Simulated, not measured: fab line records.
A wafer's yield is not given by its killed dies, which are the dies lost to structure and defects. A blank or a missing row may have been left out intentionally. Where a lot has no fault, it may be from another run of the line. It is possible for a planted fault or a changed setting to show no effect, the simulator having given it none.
Code-filled problem report in 8D (eight disciplines) form | flow nand-harc | the parts of the form that need people (team, actions taken, sign-off) are left out

## 1. WHAT WENT WRONG
Wafers without a fault read 1.005 a.u., standard deviation 0.013; oes-product-au at NHARC_A_WL_FILL_ETCHBACK_17 reads a mean of 0.817 a.u. on 3 wafers belonging to 2 lots. That is -14 standard deviations from the usual mean.
The step: etches the open film in Cl2/BCl3, target depth 4 nm, time 26.7 s.
The first sign was on wafer L688.1 at day 19 03:54, on rie-metal-03. At this step, 39 wafers from 13 lots have a number in the record. Rule for "out" (also "out of limits"): further than 4 standard deviations from the usual mean. All remaining wafers that have a number are taken as sound.

## 2. WHAT IT IS AND WHAT IT IS NOT
question                    | is                     | is not
which readings at this step | oes-product-au         | drypump-motor-current-A
which lots                  | L688, L689             | L674, L678, L679, L680, L681, L683, L685, L691, L692, L693, L696
which wafers of those lots  | L688.1, L688.4, L689.1 | L688.6, L689.3, L689.6
read on which tools         | rie-metal-03           | rie-metal-01, rie-metal-02
when                        | from day 19 03:54      | up to then (22 sound wafers); but 14 sound wafers of L689, L691, L692, L693, L696 came after

## 3. SUSPECTS, AND WHAT RULES EACH OUT
Counting: if a tool at a process step up to the reading ran every lot that is out, it stays a suspect. Sound lots after the first of them don't rule it out here, since some wafers of a struck lot are sound.
- rtp-anneal-01 at NHARC_A_WL_FILL_RTA_01 (time 5 s): kept. Every lot that is out went through it, the first being L688 (day 18 06:22); the last sound lot it ran before that was L679 (day 17 00:15).
- rie-metal-03 at NHARC_A_WL_FILL_ETCHBACK_17 (etches the open film in Cl2/BCl3, target depth 4 nm, time 26.7 s): kept. Every lot that is out went through it, the first being L688 (day 19 03:54); the last sound lot it ran before that was L685 (day 18 23:48). Its own oes-product-au readings are out on those wafers.
What counting leaves: rtp-anneal-01 at NHARC_A_WL_FILL_RTA_01 and rie-metal-03 at NHARC_A_WL_FILL_ETCHBACK_17.

## 4. THE CAUSE (what the simulator had put in)
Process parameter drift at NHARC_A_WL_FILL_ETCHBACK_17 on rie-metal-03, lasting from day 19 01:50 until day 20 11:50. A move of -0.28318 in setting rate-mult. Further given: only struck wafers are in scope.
This tool is one of the 2 suspects left after counting.

## 5. THE CHAIN OF EFFECTS, in route order
Rows list readings where the struck wafers' mean (over those with a number) sits beyond 3 standard deviations from the usual. Only readings whose record carries a usual standard deviation are examined. hours: median over the lots of the time between each lot's start at the first step of this table that gives one and its start at this step. sigmas: the change, counted in usual standard deviations.
hours | step                        | reading        | usual      | on struck wafers | change | sigmas
0     | NHARC_A_WL_FILL_ETCHBACK_17 | oes-product-au | 1.005 a.u. | 0.817            | -0.188 | -14
It contains these process steps:
- NHARC_A_WL_FILL_ETCHBACK_17: etches the open film in Cl2/BCl3, target depth 4 nm, time 26.7 s.

## 6. HOW IT WOULD HAVE BEEN CAUGHT EARLIER
The fault began at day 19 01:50; the first out-of-limits reading in this record came at day 19 03:54, 2 hours later.
